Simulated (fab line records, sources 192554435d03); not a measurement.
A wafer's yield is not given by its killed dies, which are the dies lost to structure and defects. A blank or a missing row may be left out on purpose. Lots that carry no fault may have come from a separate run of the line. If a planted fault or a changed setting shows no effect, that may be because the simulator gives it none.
Chamber matching | flow n5 finfet | N5_BEOL_M10_ETCH_62 on rie diel-06: 4 sister chambers
The step etches SOC in N2/H2, target depth 110 nm, overetch 22 nm, time 165 s. 8 wafers are shown with their chamber, then 11 later ones without.

## WAFERS, EACH WITH ITS CHAMBER
wafer  | chamber | showerhead plenum p Torr (Torr) | drypump motor current A (A)
L079.4 | 2       | 2.59                            | 5.3
L085.4 | 2       | 2.58                            | 5.4
L087.3 | 0       | 2.43                            | 6.5
L087.6 | 1       | 2.48                            | 5.5
L092.1 | 0       | 2.43                            | 6.5
L092.4 | 1       | 2.48                            | 5.5
L092.6 | 3       | 2.46                            | 5.6
L091.1 | 3       | 2.46                            | 5.5

## WAFERS WITHOUT THEIR CHAMBER
wafer  | showerhead plenum p Torr (Torr) | drypump motor current A (A)
L091.2 | 2.43                            | 6.5
L091.3 | 2.58                            | 5.3
L094.1 | 2.43                            | 6.5
L094.5 | 2.46                            | 5.6
L094.6 | 2.43                            | 6.5
L096.1 | 2.42                            | 6.5
L096.2 | 2.57                            | 5.4
L096.3 | 2.47                            | 5.5
L096.4 | 2.46                            | 5.5
L096.5 | 2.42                            | 6.5
L096.6 | 2.47                            | 5.5

## THE CHAMBER EACH PASSED THROUGH
wafer  | from the rows above     | in truth
L091.2 | 0                       | 0
L091.3 | 2                       | 2
L094.1 | 0                       | 0
L094.5 | 3                       | 3
L094.6 | 0                       | 0
L096.1 | 0                       | 0
L096.2 | 2                       | 2
L096.3 | can't be placed: 1 or 3 | 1
L096.4 | 3                       | 3
L096.5 | 0                       | 0
L096.6 | can't be placed: 1 or 3 | 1
9 of 11 placed correctly. Unplaceable from these rows: 2, with the true chamber sitting among the candidates in 2. 0 placed wrongly.
How it was worked out, from the rows above alone: a wafer's distance from a chamber is the root of the sum, over the readings, of the square of ((its reading less the chamber's mean) divided by the reading's scatter). If the next closest chamber is less than 2 further off than the closest, the wafer can't be placed; otherwise it belongs to the closest. A chamber's mean is the mean of its shown wafers. The scatter is the square root of a quotient: the sum, over the shown wafers, of each reading's squared deviation from its chamber's mean, divided by wafers minus chambers.
